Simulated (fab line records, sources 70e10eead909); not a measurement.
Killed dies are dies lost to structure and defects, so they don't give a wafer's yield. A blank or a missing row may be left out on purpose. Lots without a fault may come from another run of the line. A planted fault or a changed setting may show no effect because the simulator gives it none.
Which tool did it? | flow nand_harc | 14 lots, 42 wafers sampled, at 6 steps of a route of 1302

WHAT THE GAUGES READ, wafer by wafer
NHARC_A_SOURCE_PLATE_INSPECT_08.
lot  | measured     | on                | raw_defect_count
L523 | day 7 23:03  | defect_inspect-01 | 99 63 90
L529 | day 10 03:26 | defect_inspect-02 | 51 37 1331
L530 | day 10 13:12 | defect_inspect-02 | 1275 59 39
L536 | day 13 17:49 | defect_inspect-02 | 49 41 34
L538 | day 13 17:50 | defect_inspect-01 | 73 59 58
L537 | day 13 17:50 | defect_inspect-02 | 71 90 77
L539 | day 14 05:38 | defect_inspect-02 | 54 42 49
L540 | day 14 16:58 | defect_inspect-01 | 62 61 63
L541 | day 15 04:00 | defect_inspect-01 | 40 46 61
L542 | day 15 13:13 | defect_inspect-02 | 114 100 120
L543 | day 16 15:37 | defect_inspect-02 | 41 61 42
L544 | day 16 20:28 | defect_inspect-02 | 48 42 69
L545 | day 16 20:28 | defect_inspect-02 | 61 56 54
L546 | day 17 17:31 | defect_inspect-02 | 76 92 89

NHARC_A_ONON_D1_THK_MEAS_27: measures by ellipsometry.
lot  | measured     | on            | thk_nm (nm)
L523 | day 8 11:22  | film_metro-02 | 1003 1002 1002
L529 | day 10 15:38 | film_metro-01 | 1010 1009 1009
L530 | day 11 02:28 | film_metro-02 | 1001 1000 1001
L536 | day 14 06:10 | film_metro-02 | 995 995 996
L538 | day 14 06:40 | film_metro-02 | 1008 1007 1006
L537 | day 14 06:31 | film_metro-01 | 993 993 995
L539 | day 14 19:13 | film_metro-01 | 1005 1005 1005
L540 | day 15 05:22 | film_metro-01 | 989 987 987
L541 | day 15 16:22 | film_metro-01 | 996 995 996
L542 | day 16 05:29 | film_metro-01 | 1011 1011 1012
L543 | day 17 04:34 | film_metro-02 | 988 987 985
L544 | day 17 12:11 | film_metro-01 | 1021 1021 1021
L545 | day 17 12:10 | film_metro-02 | 985 985 985
L546 | day 18 05:53 | film_metro-02 | 989 989 988

NHARC_END_SORT_01.
lot  | measured     | on        | killed_at_array | killed_at_other | killed_at_periphery | killed_dies | killed_open | killed_short
L529 | day 27 13:27 | prober-02 | 62 64 123       | 0 0 1           | 8 11 2              | 70 75 126   | 5 4 1       | 4 4 2
L530 | day 28 10:23 | prober-02 | 117 44 52       | 0 0 2           | 4 3 4               | 121 47 58   | 3 3 5       | 1 3 4
L538 | day 30 22:33 | prober-02 | 46              | 0               | 3                   | 49          | 3           | 2

WHICH TOOL RAN EACH LOT (tool, then ch and the chambers of the sampled wafers, then the start)
lot  | NHARC_P_BONDPAD_PVD_27                  | NHARC_P_BONDPAD_CMP_19        | NHARC_A_SOURCE_PLATE_PVD_04
L523 | pvd_sputter-02, day 6 21:47 or earlier  | cmp-01 ch 0,1, day 6 21:47    | pvd_sputter-01, day 7 10:34
L529 | pvd_sputter-01, day 9 04:17 or earlier  | cmp-02 ch 0,2, day 9 04:17    | pvd_sputter-03, day 9 14:55
L530 | pvd_sputter-02, day 9 11:09 or earlier  | cmp-02 ch 1,2, day 9 11:09    | pvd_sputter-03, day 9 21:25
L536 | pvd_sputter-02, day 12 18:22 or earlier | cmp-02 ch 2,3, day 12 18:22   | pvd_sputter-01, day 13 04:50
L538 | pvd_sputter-01, day 12 18:50 or earlier | cmp-04 ch 0,1, day 12 18:50   | pvd_sputter-02, day 13 04:49
L537 | pvd_sputter-03, day 12 19:35 or earlier | cmp-01 ch 0,1,2, day 12 19:35 | pvd_sputter-03, day 13 04:50
L539 | pvd_sputter-03, day 13 04:55 or earlier | cmp-02 ch 2,3, day 13 04:55   | pvd_sputter-03, day 13 15:08
L540 | pvd_sputter-01, day 13 16:54 or earlier | cmp-04 ch 2,3, day 13 16:54   | pvd_sputter-03, day 14 03:28
L541 | pvd_sputter-02, day 14 05:23 or earlier | cmp-02 ch 0,2,3, day 14 05:23 | pvd_sputter-01, day 14 15:35
L542 | pvd_sputter-03, day 14 13:32 or earlier | cmp-04 ch 2,3, day 14 13:32   | pvd_sputter-01, day 15 00:12
L543 | pvd_sputter-01, day 15 15:59 or earlier | cmp-04 ch 0,1,3, day 15 15:59 | pvd_sputter-02, day 16 02:41
L544 | pvd_sputter-02, day 15 21:18 or earlier | cmp-04 ch 1,2,3, day 15 21:18 | pvd_sputter-02, day 16 07:28
L545 | pvd_sputter-02, day 15 22:52 or earlier | cmp-04 ch 2,3, day 15 22:52   | pvd_sputter-01, day 16 07:27
L546 | pvd_sputter-01, day 16 18:24 or earlier | cmp-01 ch 0,1, day 16 18:24   | pvd_sputter-01, day 17 04:37
- NHARC_P_BONDPAD_PVD_27: deposits Cu, target thk 30 nm, time 20.49 s.
- NHARC_P_BONDPAD_CMP_19: polishes, t overpolish 30 s, cu recess touch 16 s, target thk 160.81 nm.
- NHARC_A_SOURCE_PLATE_PVD_04: deposits WSi2, target thk 50 nm.

WHAT THE TOOLS THEMSELVES READ (means of the sampled wafers that have a number; where no wafer has one, the mark that the record gives instead)
NHARC_P_BONDPAD_PVD_27.
lot  | tool           | throttle_valve_pct (%)
L523 | pvd_sputter-02 | 31.5
L529 | pvd_sputter-01 | 29.5
L530 | pvd_sputter-02 | 31.0
L536 | pvd_sputter-02 | 30.8
L538 | pvd_sputter-01 | 29.4
L537 | pvd_sputter-03 | 29.8
L539 | pvd_sputter-03 | 30.3
L540 | pvd_sputter-01 | 29.8
L541 | pvd_sputter-02 | 31.1
L542 | pvd_sputter-03 | 30.4
L543 | pvd_sputter-01 | 29.8
L544 | pvd_sputter-02 | 31.2
L545 | pvd_sputter-02 | 31.0
L546 | pvd_sputter-01 | 29.8

NHARC_P_BONDPAD_CMP_19.
lot  | tool   | motor_current_A (A) | overpolish_run_s (s)
L523 | cmp-01 | 11.5                | 30.007
L529 | cmp-02 | 11.9                | 30.008
L530 | cmp-02 | 11.4                | 29.995
L536 | cmp-02 | 12.6                | 30.004
L538 | cmp-04 | 11.2                | 29.999
L537 | cmp-01 | 11.3                | 30.002
L539 | cmp-02 | 12.4                | 29.990
L540 | cmp-04 | 12.1                | 29.998
L541 | cmp-02 | 12.5                | 30.007
L542 | cmp-04 | 13.2                | 29.996
L543 | cmp-04 | 12.8                | 30.007
L544 | cmp-04 | 11.9                | 30.000
L545 | cmp-04 | 11.7                | 30.004
L546 | cmp-01 | 11.9                | 30.005

THE ANSWER, worked out from the rows above alone
Rule: what is usual is taken from the lots themselves. Put in order of their means at a reading, lots are off if they are a third of the lots or fewer, leave a main group of 4 or more, and stand apart from it by a gap of 3 or more times the standard deviation of the main group's means; of several such gaps the widest counts. A main group whose means are all the same, to the digits that the tables above print for the reading, isn't used. A lot without any number at a reading at which 4 lots or more have one is off too. The other lots that the step has rows for count as sound. The gauges are gone through in route order, then the tools' own readings, and for those a lot's mean is taken as printed above. The first step at which some lot is off is used, and at that step the reading that is off furthest; a lot without a number counts as furthest.
Off: L529, L530, at NHARC_A_SOURCE_PLATE_INSPECT_08 (raw_defect_count). The main group: mean 65, standard deviation 20.
A tool fits if, at a process step before that reading, it ran every lot that is off, and no sound lot after the first of them. The gauges at NHARC_A_SOURCE_PLATE_INSPECT_08 are tried like those tools. NHARC_P_BONDPAD_PVD_27 gives no start for some lots, so the hours and the order of its lots are those of NHARC_P_BONDPAD_CMP_19. None of those tried fits.

WHAT THE SIMULATOR HAD PUT IN
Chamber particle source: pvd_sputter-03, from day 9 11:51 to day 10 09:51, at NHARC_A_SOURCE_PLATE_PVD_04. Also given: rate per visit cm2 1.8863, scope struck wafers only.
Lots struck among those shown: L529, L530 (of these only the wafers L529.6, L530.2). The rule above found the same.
